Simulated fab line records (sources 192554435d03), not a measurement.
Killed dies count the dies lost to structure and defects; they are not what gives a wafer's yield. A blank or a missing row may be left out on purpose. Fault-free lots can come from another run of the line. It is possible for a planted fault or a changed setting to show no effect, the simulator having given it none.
What tool caused it? ; flow n5Finfet ; 22 lots with 66 wafers sampled at 5 steps, on a route of 1938 steps

== WHAT THE GAUGES SHOWED, per wafer ==
N5_SD_EPI_N_INSPECT_11: inspects for defects (macro). Usual: rawDefectCount at 2.1, with a standard deviation of 1.4.
lot;measured;on;rawDefectCount;flag
L074;day 3 01:47;defectInspect-01;0 2 1;
L075;day 3 06:37;defectInspect-02;0 0 5;
L076;day 3 13:23;defectInspect-02;5 2 4;
L077;day 3 19:21;defectInspect-01;2 2 1;
L078;day 4 02:58;defectInspect-01;5 3 2;
L079;day 4 06:22;defectInspect-02;0 0 2;
L080;day 4 12:05;defectInspect-01;0 2 1;
L081;day 4 17:43;defectInspect-02;1 2 2;
L082;day 5 00:09;defectInspect-01;1 1 2;
L083;day 5 06:38;defectInspect-01;0 1 0;
L084;day 5 14:21;defectInspect-01;2 1 2;
L085;day 6 00:26;defectInspect-02;2 1 1;
L087;day 6 14:00;defectInspect-01;3 3 5;
L088;day 6 17:29;defectInspect-01;5 4 2;
L089;day 6 21:32;defectInspect-01;3 1 0;
L090;day 7 08:34;defectInspect-02;2 4 0;
L091;day 7 12:14;defectInspect-02;1 2 1;
L092;day 7 12:58;defectInspect-02;1 5 1;
L094;day 8 00:02;defectInspect-01;3 3 2;
L095;day 8 07:19;defectInspect-02;2 0 0;
L096;day 8 11:34;defectInspect-02;3 2 3;
L097;day 9 01:14;defectInspect-01;4 0 0;

== WHICH TOOL RAN EACH LOT (tool, then ch and the chambers of the sampled wafers, then the start) ==
lot;N5_FIN_SAQP_SPACER2_ALD_28;N5_STI_FIN_REVEAL_ETCHBACK_08;N5_DUMMY_GATE_ETCH_36;N5_DUMMY_GATE_ETCH_42
L074;aldSin-04 ch 1,2,3, day 2 00:52;rieDiel-02 ch 0,3, day 2 09:29;rieDiel-04 ch 2,3, day 2 23:40;rieDiel-03 ch 2,3, day 3 00:29
L075;aldSin-03 ch 0,3, day 2 07:49;rieDiel-05 ch 1,3, day 2 16:34;rieDiel-03 ch 1,2, day 3 04:28;rieDiel-04 ch 1,3, day 3 05:19
L076;aldSin-01 ch 1,3, day 2 13:35;rieDiel-05 ch 0,1,3, day 2 22:40;rieDiel-01 ch 0,1,3, day 3 11:10;rieDiel-01 ch 1,2, day 3 12:12
L077;aldSin-01 ch 0,1,3, day 2 19:59;rieDiel-06 ch 0,2,3, day 3 04:17;rieDiel-01 ch 0,2,3, day 3 17:18;rieDiel-01 ch 0,1,3, day 3 18:09
L078;aldSin-03 ch 0,1, day 3 04:46;rieDiel-05 ch 1,2, day 3 13:11;rieDiel-04 ch 0,1,3, day 4 00:59;rieDiel-03 ch 0,1,3, day 4 01:49
L079;aldSin-03 ch 0,1,2, day 3 07:51;rieDiel-05 ch 0,1,2, day 3 16:06;rieDiel-04 ch 1,2,3, day 4 04:02;rieDiel-04 ch 0,1,2, day 4 04:51
L080;aldSin-04 ch 0,1, day 3 13:20;rieDiel-06 ch 0,1,2, day 3 21:52;rieDiel-01 ch 0,2, day 4 09:57;rieDiel-04 ch 0,1,3, day 4 10:47
L081;aldSin-01 ch 2,3, day 3 19:31;rieDiel-02 ch 1,3, day 4 03:53;rieDiel-03 ch 1,3, day 4 15:44;rieDiel-01 ch 0,2,3, day 4 16:32
L082;aldSin-04 ch 0,2,3, day 4 01:13;rieDiel-06 ch 1,2,3, day 4 09:23;rieDiel-03 ch 1,2, day 4 21:29;rieDiel-03 ch 0,1,2, day 4 22:32
L083;aldSin-03 ch 0,2,3, day 4 07:38;rieDiel-05 ch 0,2,3, day 4 16:07;rieDiel-03 ch 0,1,2, day 5 03:59;rieDiel-04 ch 1,2,3, day 5 04:48
L084;aldSin-04 ch 0,1,3, day 4 13:05;rieDiel-06 ch 0,1,2, day 4 21:43;rieDiel-03 ch 0,1,3, day 5 11:37;rieDiel-03 ch 0,1,2, day 5 12:25
L085;aldSin-01 ch 0,1,2, day 4 19:38;rieDiel-06 ch 0,2,3, day 5 04:41;rieDiel-01 ch 1,2,3, day 5 22:01;rieDiel-03 ch 1,2,3, day 5 23:08
L087;aldSin-04 ch 0,1,2, day 5 09:01;rieDiel-05 ch 0,2,3, day 5 17:11;rieDiel-03 ch 0,2,3, day 6 11:47;rieDiel-04 ch 0,3, day 6 12:36
L088;aldSin-01 ch 1,2, day 5 14:23;rieDiel-02 ch 0,2,3, day 5 23:13;rieDiel-03 ch 0,2,3, day 6 15:31;rieDiel-01 ch 0,1,3, day 6 16:19
L089;aldSin-01 ch 0,2,3, day 5 19:40;rieDiel-06 ch 0,1, day 6 04:05;rieDiel-01 ch 0,3, day 6 19:32;rieDiel-03 ch 0,1,3, day 6 20:22
L090;aldSin-01 ch 0,2,3, day 6 02:35;rieDiel-05 ch 2,3, day 6 10:43;rieDiel-01 ch 1,2,3, day 7 06:16;rieDiel-01 ch 1,3, day 7 07:16
L091;aldSin-01 ch 0,1,2, day 6 07:29;rieDiel-05 ch 0,2,3, day 6 15:59;rieDiel-04 ch 2,3, day 7 10:08;rieDiel-03 ch 0,1,3, day 7 10:57
L092;aldSin-04 ch 0,2,3, day 6 12:16;rieDiel-06 ch 0,1,3, day 6 20:26;rieDiel-04 ch 1,2, day 7 10:46;rieDiel-01 ch 1,2,3, day 7 11:41
L094;aldSin-01 ch 0,1, day 7 01:25;rieDiel-02 ch 0,1,2, day 7 09:59;rieDiel-03 ch 0,1,3, day 7 21:56;rieDiel-03 ch 1,2,3, day 7 22:45
L095;aldSin-04 ch 0,1,3, day 7 07:49;rieDiel-06 ch 0,2,3, day 7 16:13;rieDiel-03 ch 0,2,3, day 8 05:07;rieDiel-03 ch 0,1,2, day 8 06:02
L096;aldSin-03 ch 0,1,3, day 7 12:34;rieDiel-05 ch 2,3, day 7 21:29;rieDiel-01 ch 0,1, day 8 09:35;rieDiel-01 ch 0,1, day 8 10:23
L097;aldSin-01 ch 2,3, day 7 19:02;rieDiel-05 ch 1,2,3, day 8 08:08;rieDiel-01 ch 2,3, day 8 22:52;rieDiel-03 ch 2,3, day 8 23:57
- N5_FIN_SAQP_SPACER2_ALD_28: deposits SiO2, target thk 8.1 nm, pulse time 1 s, purge time 2 s.
- N5_STI_FIN_REVEAL_ETCHBACK_08: etches SiO2 in C4F6/O2, target depth 30.5 nm, time 10.167 s.
- N5_DUMMY_GATE_ETCH_36: etches SiARC in CF4, target depth 13 nm.
- N5_DUMMY_GATE_ETCH_42: etches SiO2 in CHF3/O2, target depth 3.5 nm, time 31 s.

== WHAT THE TOOLS THEMSELVES READ (means of the sampled wafers that have a number; where no wafer has one, the mark that the record gives instead) ==
N5_FIN_SAQP_SPACER2_ALD_28. Usual: heaterPowerW 465 W, standard deviation 66; precursorPulseHeightRel 1.002, standard deviation 0.02.
lot;tool;heaterPowerW (W);precursorPulseHeightRel;flag
L074;aldSin-04;431;0.987;
L075;aldSin-03;440;1.014;
L076;aldSin-01;501;1.010;
L077;aldSin-01;474;1.018;
L078;aldSin-03;440;0.998;
L079;aldSin-03;397;0.979;
L080;aldSin-04;489;1.005;
L081;aldSin-01;540;1.000;
L082;aldSin-04;461;1.010;
L083;aldSin-03;387;0.986;
L084;aldSin-04;443;1.015;
L085;aldSin-01;488;1.007;
L087;aldSin-04;484;0.977;
L088;aldSin-01;510;1.017;
L089;aldSin-01;517;0.994;
L090;aldSin-01;520;1.006;
L091;aldSin-01;482;0.985;
L092;aldSin-04;474;0.977;
L094;aldSin-01;456;1.010;
L095;aldSin-04;443;1.003;
L096;aldSin-03;440;0.997;
L097;aldSin-01;542;1.001;

N5_STI_FIN_REVEAL_ETCHBACK_08. Usual: drypumpMotorCurrentA 5.6 A, standard deviation 0.54; oes_o_777_au 0.79 a.u., standard deviation 0.076; oesProductAu 0.78 a.u., standard deviation 0.086; rfVppV 663 V, standard deviation 17; showerheadPlenumPTorr 2.85 Torr, standard deviation 0.081; throttleValvePct 21.0 %, standard deviation 0.31.
lot;tool;drypumpMotorCurrentA (A);oes_o_777_au (a.u.);oesProductAu (a.u.);rfVppV (V);showerheadPlenumPTorr (Torr);throttleValvePct (%);flag
L074;rieDiel-02;5.7;0.91;0.91;665;2.83;20.8;
L075;rieDiel-05;5.2;0.72;0.71;660;2.83;21.0;
L076;rieDiel-05;5.2;0.76;0.75;657;2.81;20.9;
L077;rieDiel-06;6.0;0.82;0.81;664;2.90;21.2;
L078;rieDiel-05;5.4;0.80;0.79;664;2.87;21.0;
L079;rieDiel-05;5.3;0.79;0.79;658;2.83;20.9;
L080;rieDiel-06;5.5;0.81;0.79;656;2.86;21.2;
L081;rieDiel-02;5.9;0.81;0.81;668;2.90;21.0;
L082;rieDiel-06;6.1;0.74;0.70;652;2.82;21.4;
L083;rieDiel-05;5.4;0.78;0.79;664;2.85;21.1;
L084;rieDiel-06;5.5;0.80;0.78;656;2.85;21.2;
L085;rieDiel-06;6.0;0.81;0.79;664;2.89;21.3;
L087;rieDiel-05;5.4;0.77;0.77;665;2.84;21.1;
L088;rieDiel-02;5.6;0.88;0.87;673;2.88;20.7;
L089;rieDiel-06;5.0;0.85;0.83;670;2.95;20.9;
L090;rieDiel-05;5.5;0.74;0.72;668;2.85;21.2;
L091;rieDiel-05;5.4;0.77;0.77;664;2.84;21.1;
L092;rieDiel-06;5.6;0.78;0.76;668;2.91;21.0;
L094;rieDiel-02;5.7;0.83;0.82;686;2.90;20.8;
L095;rieDiel-06;6.0;0.78;0.76;664;2.88;21.3;
L096;rieDiel-05;5.5;0.73;0.72;668;2.85;21.2;
L097;rieDiel-05;5.3;0.81;0.79;662;2.83;20.9;

N5_DUMMY_GATE_ETCH_36. Usual: drypumpMotorCurrentA 5.6 A, standard deviation 0.45; oesProductAu 0.76 a.u., standard deviation 0.084; rfVppV 184.1 V, standard deviation 1.2; showerheadPlenumPTorr 2.14 Torr, standard deviation 0.066; throttleValvePct 15.56 %, standard deviation 0.26.
lot;tool;drypumpMotorCurrentA (A);oesProductAu (a.u.);rfVppV (V);showerheadPlenumPTorr (Torr);throttleValvePct (%);flag
L074;rieDiel-04;5.5;0.81;184.0;2.10;15.34;
L075;rieDiel-03;5.9;0.72;184.8;2.21;15.86;
L076;rieDiel-01;5.4;0.80;184.5;2.16;15.45;
L077;rieDiel-01;5.2;0.77;184.0;2.15;15.53;
L078;rieDiel-04;5.6;0.75;182.7;2.05;15.56;
L079;rieDiel-04;5.7;0.82;183.3;2.07;15.30;
L080;rieDiel-01;5.1;0.77;184.2;2.09;15.54;
L081;rieDiel-03;5.9;0.71;185.0;2.16;15.86;
L082;rieDiel-03;5.9;0.71;185.3;2.20;15.88;
L083;rieDiel-03;5.8;0.70;184.6;2.17;15.69;
L084;rieDiel-03;6.0;0.70;183.1;2.15;15.72;
L085;rieDiel-01;5.5;0.82;184.4;2.14;15.42;
L087;rieDiel-03;5.6;0.69;184.3;2.14;15.66;
L088;rieDiel-03;5.6;0.69;184.4;2.14;15.65;
L089;rieDiel-01;5.2;0.72;184.5;2.15;15.63;
L090;rieDiel-01;5.5;0.81;184.6;2.13;15.45;
L091;rieDiel-04;5.8;0.82;184.9;2.13;15.26;
L092;rieDiel-04;5.9;0.81;182.4;2.04;15.29;
L094;rieDiel-03;6.0;0.68;185.0;2.14;15.78;
L095;rieDiel-03;5.6;0.78;184.1;2.14;15.52;
L096;rieDiel-01;5.2;0.92;184.2;2.10;15.24;
L097;rieDiel-01;5.5;0.76;185.1;2.18;15.52;

N5_DUMMY_GATE_ETCH_42. Usual: drypumpMotorCurrentA 5.6 A, standard deviation 0.44; oes_o_777_au 0.76 a.u., standard deviation 0.085; oesProductAu 0.76 a.u., standard deviation 0.09; rfVppV 42.4 V, standard deviation 1.1; showerheadPlenumPTorr 2.40 Torr, standard deviation 0.072; throttleValvePct 18.71 %, standard deviation 0.24.
lot;tool;drypumpMotorCurrentA (A);oes_o_777_au (a.u.);oesProductAu (a.u.);rfVppV (V);showerheadPlenumPTorr (Torr);throttleValvePct (%);flag
L074;rieDiel-03;5.5;0.71;0.70;42.6;2.42;18.83;
L075;rieDiel-04;5.5;0.77;0.77;41.0;2.27;18.56;
L076;rieDiel-01;5.6;0.88;0.87;41.7;2.36;18.51;
L077;rieDiel-01;5.5;0.80;0.79;42.3;2.43;18.65;
L078;rieDiel-03;6.0;0.71;0.70;43.1;2.42;18.83;
L079;rieDiel-04;5.9;0.81;0.81;42.0;2.36;18.60;
L080;rieDiel-04;5.5;0.74;0.74;43.0;2.30;18.72;
L081;rieDiel-01;5.3;0.76;0.76;42.4;2.42;18.70;
L082;rieDiel-03;5.8;0.70;0.71;43.1;2.44;18.79;
L083;rieDiel-04;5.7;0.80;0.81;42.4;2.34;18.52;
L084;rieDiel-03;5.8;0.69;0.69;43.0;2.44;18.80;
L085;rieDiel-03;5.7;0.70;0.69;42.8;2.44;18.93;
L087;rieDiel-04;5.4;0.71;0.71;41.8;2.33;18.80;
L088;rieDiel-01;5.5;0.78;0.78;41.8;2.42;18.69;
L089;rieDiel-03;6.0;0.70;0.69;41.9;2.41;18.86;
L090;rieDiel-01;5.6;0.80;0.80;43.0;2.47;18.59;
L091;rieDiel-03;6.0;0.70;0.68;42.5;2.41;18.88;
L092;rieDiel-01;5.5;0.81;0.80;42.5;2.40;18.61;
L094;rieDiel-03;5.7;0.78;0.78;42.3;2.44;18.82;
L095;rieDiel-03;5.8;0.77;0.77;43.1;2.43;18.69;
L096;rieDiel-01;5.3;0.94;0.91;42.5;2.38;18.49;
L097;rieDiel-03;5.5;0.76;0.76;42.4;2.40;18.76;

== THE ANSWER, worked out from the rows above alone ==
Rule: take the mean of a lot's wafers that have a number; if it is more than 3 standard deviations from the usual mean, the lot is off. A lot without any number at a reading at which 4 lots or more have one is off too. Any other lot the step has rows for is counted as sound. The gauges are gone through in route order, then the tools' own readings, and for those a lot's mean is taken as printed above. At the first step where some lot is off, the reading lying furthest off is the one used; lots without a number count as furthest.
Nothing can be told from this: no lot is off at any reading shown.

== WHAT THE SIMULATOR HAD PUT IN ==
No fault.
